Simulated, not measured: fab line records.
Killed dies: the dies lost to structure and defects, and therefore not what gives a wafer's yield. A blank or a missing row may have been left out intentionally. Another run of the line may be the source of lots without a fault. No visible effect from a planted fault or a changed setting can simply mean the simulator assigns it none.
fab line records    flow n5_finfet
record: lots: 11  wafers: 33  last_day: 19
route steps=1938 shown MOL_CONTACT_COAG@539
lots that met no fault: from a run of the same line without faults
start_h: hours from the record's first day to the start of the lot's first wafer shown    wait_h: hours since the lot's step before    " the same as in the row above    L1.1+2: one row covering several wafers at once    - no value, or no start was given    * or withheld: withheld    < > ~ a bound
route shown NAME@n: names a module that has steps shown in the file, with the first one's number in the route    usual: mean/standard deviation of fault-free wafers    same: alike in all rows    chamber/n: place in a boat    sites: per-site readings    _std_site: the standard deviation of these    _edge_site: mean of outer sites minus mean of inner sites    radius_mm: how far each site lies from the wafer's centre    mask NAME#n: copy n    behind: the last tool/chamber to shape the wafer    hold: what put the lot on hold/how long, in hours/how the hold closed    device: the n, p or np transistor that did not switch    end of line: tests run on the same wafers once the route is complete    a step with no rows: only its recipe    killed: not the wafer's yield, but the dies lost to structure and defects at the first sort    map: the dies of a wafer, with x for killed, . for not killed, _ for no die there
set.NAME: the setting that was run; set.NAME@STEP: the one run at that earlier step    model.NAME: the simulator's own value behind a step, which no gauge read
one table for each step of the route and one row for each wafer, over a sample of lots
services: a tool's chamber out of use, with start hour (start_h, from the record's first day; less than 0 if before it), hours out, and reason
== steps ==
step: N5_MOL_CONTACT_COAG_STRIP_98
recipe: chemistry: N2/H2  power_w: 500  temp_c: 40  pressure_mtorr: 50  rf_frequency_hz: 6e+07  overash_fraction: 0.3  bias_power_w: 8  h2_frac: 0.5  n2_flow_sccm: 300  h2_flow_sccm: 300
usual: drypump_motor_current_A: 5.71/0.25  n2_flow_sccm: 300.1/0.83  oes_product_au: 0.82/0.1  rf_vpp_V: 54.4/1.5  showerhead_plenum_p_Torr: 3.42/0.13  throttle_valve_pct: 18.9/0.4
lot.wafer  tool         chamber  start_h  wait_h  drypump_motor_current_A  n2_flow_sccm  oes_product_au  rf_hours_counter_h  rf_vpp_V  showerhead_plenum_p_Torr  throttle_valve_pct
L347.2     rie_diel-04  3        94.65    0.0     6.03                     298.3         0.95            14                  55.8      3.59                      18.7
L347.3     "            1        "        "       6.03                     300.0         0.67            234                 54.1      3.44                      19.1
L347.6     "            3        "        "       6.05                     299.6         0.95            -                   54.5      3.59                      18.7
L350.3     rie_diel-04  0        111.97   0.0     5.44                     300.1         0.69            206                 53.9      3.33                      19.1
L350.5     "            3        "        "       6.05                     298.9         0.93            -                   57.6      3.59                      18.8
L350.6     "            2        "        "       5.47                     298.4         0.70            -                   52.7      3.22                      19.4
L351.1     rie_diel-05  2        120.78   0.0     6.14                     300.6         0.87            48                  56.8      3.42                      19.0
L351.2     "            3        "        "       5.91                     299.4         0.70            230                 51.7      3.33                      19.7
L351.3     "            0        "        "       5.60                     300.5         0.81            91                  55.9      3.38                      18.5
L352.2     rie_diel-04  3        125.17   0.0     6.04                     300.0         0.91            24                  55.8      3.58                      18.8
L352.4     "            3        "        "       6.06                     298.5         0.91            -                   54.7      3.58                      18.7
L352.6     "            1        "        "       6.07                     300.2         0.66            -                   55.4      3.44                      19.1
L354.2     rie_diel-04  1        131.09   0.0     6.06                     299.9         0.66            249                 53.8      3.44                      19.1
L354.3     "            3        "        "       6.02                     301.5         0.90            26                  53.2      3.58                      18.7
L354.5     "            1        "        "       6.06                     299.4         0.65            -                   54.2      3.44                      19.1
L353.1     rie_diel-06  2        133.24   0.0     5.77                     299.9         0.92            23                  52.9      3.56                      18.2
L353.2     "            3        "        "       5.28                     301.0         0.70            237                 52.7      3.44                      19.1
L353.6     "            1        "        "       5.61                     301.0         0.85            -                   53.9      3.28                      19.2
L365.4     rie_diel-06  1        201.20   0.0     5.64                     299.9         0.82            87                  54.4      3.27                      19.3
L365.5     "            0        "        "       5.60                     299.9         0.84            -                   55.8      3.56                      18.9
L365.6     "            3        "        "       5.29                     300.5         1.01            -                   53.3      3.43                      18.7
L366.1     rie_diel-06  0        204.04   0.0     5.59                     301.9         0.85            61                  57.5      3.56                      18.8
L366.2     "            2        "        "       5.74                     299.3         0.87            49                  54.9      3.54                      18.3
L366.4     "            1        "        "       5.59                     301.6         0.82            87                  56.6      3.27                      19.3
L367.1     rie_diel-06  0        211.96   0.0     5.61                     301.2         0.84            63                  54.5      3.56                      18.8
L367.2     "            3        "        "       5.27                     300.1         0.98            5                   55.7      3.43                      18.7
L367.3     "            2        "        "       5.75                     299.8         0.85            51                  54.9      3.54                      18.3
L368.1     rie_diel-05  1        216.40   0.0     5.81                     300.2         0.89            29                  55.2      3.42                      18.3
L368.4     "            2        "        "       6.17                     300.2         0.82            87                  55.9      3.40                      19.0
L368.5     "            3        "        "       5.89                     300.6         0.97            -                   55.1      3.31                      19.3
L370.1     rie_diel-04  1        230.30   0.0     6.06                     299.9         0.91            24                  55.6      3.42                      18.7
L370.5     "            3        "        "       6.03                     300.8         0.84            -                   55.4      3.56                      18.8
L370.6     "            2        "        "       5.46                     300.4         0.65            -                   51.3      3.19                      19.4
step: N5_MOL_CONTACT_COAG_ANNEAL_113
recipe: temp_c: 400  time_s: 300  ambient: H2/N2
usual: lamp_power_pct: 2.78/0.12  lamp_zone_3_pct: 2.78/0.12  lamp_zone_4_pct: 2.78/0.12  wafer_temp_C_max: 402.0/0.47
lot.wafer  tool           chamber  start_h  wait_h  lamp_power_pct  lamp_zone_3_pct  lamp_zone_4_pct  wafer_temp_C_max
L347.2     rtp_anneal-01  0        98.28    0.6     2.99            2.99             2.99             401.5
L347.3     "              0        "        "       2.99            3.00             2.99             402.1
L347.6     "              0        "        "       2.99            2.99             2.99             401.2
L350.3     rtp_anneal-02  0        114.64   0.6     2.71            2.71             2.71             401.8
L350.5     "              0        "        "       2.71            2.71             2.71             402.0
L350.6     "              0        "        "       2.71            2.71             2.71             402.5
L351.1     rtp_anneal-02  0        125.92   1.5     2.71            2.71             2.71             402.4
L351.2     "              0        "        "       2.72            2.71             2.70             403.1
L351.3     "              0        "        "       2.71            2.71             2.71             401.9
L352.2     rtp_anneal-02  0        129.69   0.9     2.71            2.71             2.71             402.2
L352.4     "              0        "        "       2.71            2.71             2.71             402.1
L352.6     "              0        "        "       2.71            2.71             2.71             401.9
L354.2     rtp_anneal-02  0        136.53   0.5     2.71            2.71             2.70             402.9
L354.3     "              0        "        "       2.71            2.71             2.71             401.9
L354.5     "              0        "        "       2.72            2.71             2.71             402.4
L353.1     rtp_anneal-01  0        137.64   0.6     2.99            3.00             2.99             401.5
L353.2     "              0        "        "       2.99            2.99             2.99             401.7
L353.6     "              0        "        "       2.99            2.99             2.99             401.7
L365.4     rtp_anneal-02  0        204.37   0.5     2.71            2.71             2.71             402.7
L365.5     "              0        "        "       2.71            2.71             2.71             402.2
L365.6     "              0        "        "       2.71            2.71             2.71             401.5
L366.1     rtp_anneal-02  0        211.36   0.5     2.71            2.71             2.71             401.8
L366.2     "              0        "        "       2.71            2.71             2.71             401.7
L366.4     "              0        "        "       2.71            2.71             2.71             401.8
L367.1     rtp_anneal-02  0        214.93   0.3     2.71            2.71             2.71             402.1
L367.2     "              0        "        "       2.71            2.71             2.71             401.8
L367.3     "              0        "        "       2.71            2.71             2.71             402.1
L368.1     rtp_anneal-02  0        226.30   0.5     2.71            2.71             2.71             401.7
L368.4     "              0        "        "       2.71            2.71             2.71             402.4
L368.5     "              0        "        "       2.71            2.71             2.71             401.7
L370.1     rtp_anneal-02  0        235.18   0.5     2.71            2.71             2.71             401.4
L370.5     "              0        "        "       2.70            2.71             2.71             402.7
L370.6     "              0        "        "       2.71            2.71             2.71             402.8
step: N5_MOL_CONTACT_COAG_CMP_23
recipe: stop_on: SiO2  t_overpolish_s: 1.5  post_cmp_clean: cu_alkaline  down_force_psi: 2  platen_rpm: 50.289  pad_velocity_m_s: 1.0006  target_thk_nm: 0
usual: motor_current_A: 7.8/1  overpolish_run_s: 1.500/0.01  time_to_endpoint_s: 9.2/2.2
lot.wafer  tool    chamber  start_h  wait_h  motor_current_A  overpolish_run_s  time_to_endpoint_s
L347.3     cmp-03  0        101.06   0.1     10.3             1.506             8.3
L347.2     "       2        "        "       8.6              1.508             7.2
L347.6     "       3        "        "       6.6              1.490             10.7
L350.3     cmp-03  2        117.02   0.1     8.2              1.501             7.3
L350.6     "       0        "        "       11.1             1.502             10.0
L350.5     "       1        "        "       7.9              1.502             6.8
L351.3     cmp-03  3        127.55   0.0     6.7              1.504             9.9
L351.2     "       0        "        "       10.4             1.492             10.5
L351.1     "       1        "        "       8.3              1.497             10.3
L352.2     cmp-02  0        131.74   0.1     8.8              1.507             10.9
L352.4     "       1        "        "       6.4              1.509             10.8
L352.6     "       3        "        "       8.1              1.499             12.4
L354.2     cmp-03  2        137.58   0.0     8.5              1.507             11.0
L354.3     "       1        "        "       7.9              1.500             6.4
L354.5     "       2        "        "       8.0              1.506             9.0
L353.1     cmp-02  3        140.88   0.1     7.9              1.499             7.6
L353.2     "       0        "        "       9.0              1.492             7.0
L353.6     "       2        "        "       7.5              1.508             6.0
L365.4     cmp-01  1        207.62   0.1     8.0              1.500             8.3
L365.6     "       3        "        "       7.0              1.500             11.4
L365.5     "       0        "        "       6.8              1.495             7.0
L366.2     cmp-01  1        213.21   0.1     7.9              1.530             8.9
L366.4     "       2        "        "       7.3              1.493             6.8
L366.1     "       3        "        "       7.2              1.511             10.4
L367.3     cmp-02  0        219.62   0.0     8.8              1.517             11.7
L367.2     "       1        "        "       7.1              1.513             11.6
L367.1     "       3        "        "       8.3              1.503             11.3
L368.4     cmp-03  1        229.07   0.0     8.5              1.505             7.9
L368.1     "       0        "        "       10.0             1.493             8.1
L368.5     "       2        "        "       8.6              1.507             9.0
L370.1     cmp-01  0        236.92   0.0     7.1              1.508             7.3
L370.6     "       0        "        "       7.2              1.503             9.3
L370.5     "       1        "        "       8.0              1.519             10.2
step: N5_MOL_CONTACT_COAG_ALD_27
recipe: material: SiOC  target_thk_a: 170  temp_c: 400  ald_precursor_family: carbosiloxane  ald_co_reactant: H2-plasma  pulse_time_s: 1.5  time_s: 2720  purge_time_s: 2  co_reactant_purge_time_s: 2  ald_cycles: 340  pressure_torr: 2
usual: ald_cycles: 340/0  heater_power_w: 866/94  precursor_pulse_height_rel: 0.999/0.02  run_length_s: 2769.4/0.41  time_s: 2720/0
same: co_reactant_purge_time_s: 2
lot.wafer  tool        chamber  start_h  wait_h  ald_cycles  heater_power_w  precursor_pulse_height_rel  run_length_s  time_s
L347.2     ald_sin-02  3        101.84   0.0     340         820             0.983                       2770.1        2720
L347.3     "           2        "        "       340         721             1.016                       2769.7        2720
L347.6     "           3        "        "       340         844             1.000                       2769.9        2720
L350.3     ald_sin-02  2        117.77   0.0     340         709             1.022                       2770.2        2720
L350.5     "           0        "        "       340         665             1.004                       2769.2        2720
L350.6     "           3        "        "       340         813             1.009                       2769.5        2720
L351.1     ald_sin-01  0        128.37   0.0     340         926             0.986                       2769.3        2720
L351.2     "           3        "        "       340         1004            1.048                       2769.3        2720
L351.3     "           2        "        "       340         837             0.984                       2769.4        2720
L352.2     ald_sin-01  3        132.53   0.1     340         976             1.007                       2769.1        2720
L352.4     "           2        "        "       340         852             0.991                       2769.8        2720
L352.6     "           3        "        "       340         994             1.020                       2768.9        2720
L354.2     ald_sin-01  1        138.44   0.0     257         915             1.008                       2105.4        2056
L354.3     "           0        "        "       340         933             0.984                       2769.6        2720
L354.5     "           2        "        "       340         834             0.998                       2769.3        2720
L353.1     ald_sin-01  0        141.67   0.0     257         913             0.999                       2105.6        2056
L353.2     "           1        "        "       257         910             0.982                       2104.8        2056
L353.6     "           0        "        "       257         931             1.016                       2105.4        2056
L365.4     ald_sin-01  2        208.36   0.0     340         861             1.031                       2769.1        2720
L365.5     "           3        "        "       340         1012            0.996                       2769.1        2720
L365.6     "           2        "        "       340         829             1.008                       2769.3        2720
L366.1     ald_sin-03  0        213.99   0.0     340         814             1.035                       2770.2        2720
L366.2     "           2        "        "       340         797             1.013                       2769.8        2720
L366.4     "           3        "        "       340         734             0.971                       2768.9        2720
L367.1     ald_sin-01  0        220.48   0.0     340         931             0.969                       2770.2        2720
L367.2     "           2        "        "       340         860             1.000                       2769.7        2720
L367.3     "           1        "        "       340         913             1.008                       2768.8        2720
L368.1     ald_sin-03  0        229.94   0.0     340         830             0.974                       2770.2        2720
L368.4     "           3        "        "       340         743             0.977                       2768.5        2720
L368.5     "           0        "        "       340         815             0.987                       2769.9        2720
L370.1     ald_sin-01  0        237.75   0.0     340         915             0.968                       2769.4        2720
L370.5     "           2        "        "       340         849             0.985                       2769.6        2720
L370.6     "           1        "        "       340         920             1.014                       2769.0        2720
== services ==
tool           chamber  start_h  hours  kind
ald_sin-01     3        76.17    3.8    repair
ald_sin-01     -        85.44    14.0   pm
ald_sin-01     0        85.44    14.0   vent_cycle
ald_sin-01     1        85.44    14.0   vent_cycle
ald_sin-01     2        85.44    14.0   vent_cycle
rie_diel-05    3        87.35    1.4    repair
cmp-03         -        91.35    1.0    repair
cmp-02         -        110.64   4.0    pm
cmp-01         -        113.90   7.3    pm
rie_diel-04    0        120.85   5.2    repair
ald_sin-03     -        126.49   14.6   pm
cmp-02         -        132.78   1.0    repair
rtp_anneal-02  -        161.36   4.3    pm
ald_sin-02     3        171.92   2.8    repair
cmp-03         -        173.24   4.4    repair
ald_sin-03     -        176.75   14.0   pm
ald_sin-03     -        190.75   6.0    pm
cmp-02         -        190.77   2.5    repair
ald_sin-01     2        202.06   4.0    repair
cmp-03         -        203.97   4.0    pm
ald_sin-01     3        233.46   13.0   repair
ald_sin-01     -        235.12   0.7    repair
cmp-01         -        237.79   4.5    repair
rie_diel-05    -        238.15   0.8    repair
== key ==
first_sign: step: N5_MOL_CONTACT_COAG_ALD_27  reading: ald_cycles  direction: down  sigmas: 99+  usual: *  struck: *
effect: step: N5_MOL_CONTACT_COAG_ALD_27  reading: time_s  direction: down  sigmas: 99+  usual: *  struck: *
met_at N5_MOL_CONTACT_COAG_ALD_27
struck_lots L353,L354
struck_wafers L353.1,L353.2,L353.6,L354.2
tester_left_out L353,L354
not_acting_at N5_MOL_CONTACT_COAG_STRIP_98,N5_MOL_CONTACT_COAG_ANNEAL_113,N5_MOL_CONTACT_COAG_CMP_23
onset_between 132.53 138.44
fault: kind: process_parameter_drift  tool: ald_sin-01  chamber: -  onset_h: 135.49  steps: N5_MOL_CONTACT_COAG_ALD_27  channel: ald_cycles  offset: *  shape: step  end_h: 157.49  scope: struck_wafers_only  acts_in: *  stated: *
tester_left_out: of these lots the tester's yield and bins aren't shown, on N5 and GAA mostly nor the transistor test; their killed dies are dies lost to structure and defects alone, not to doping, threshold or leakage, so they don't give the yield
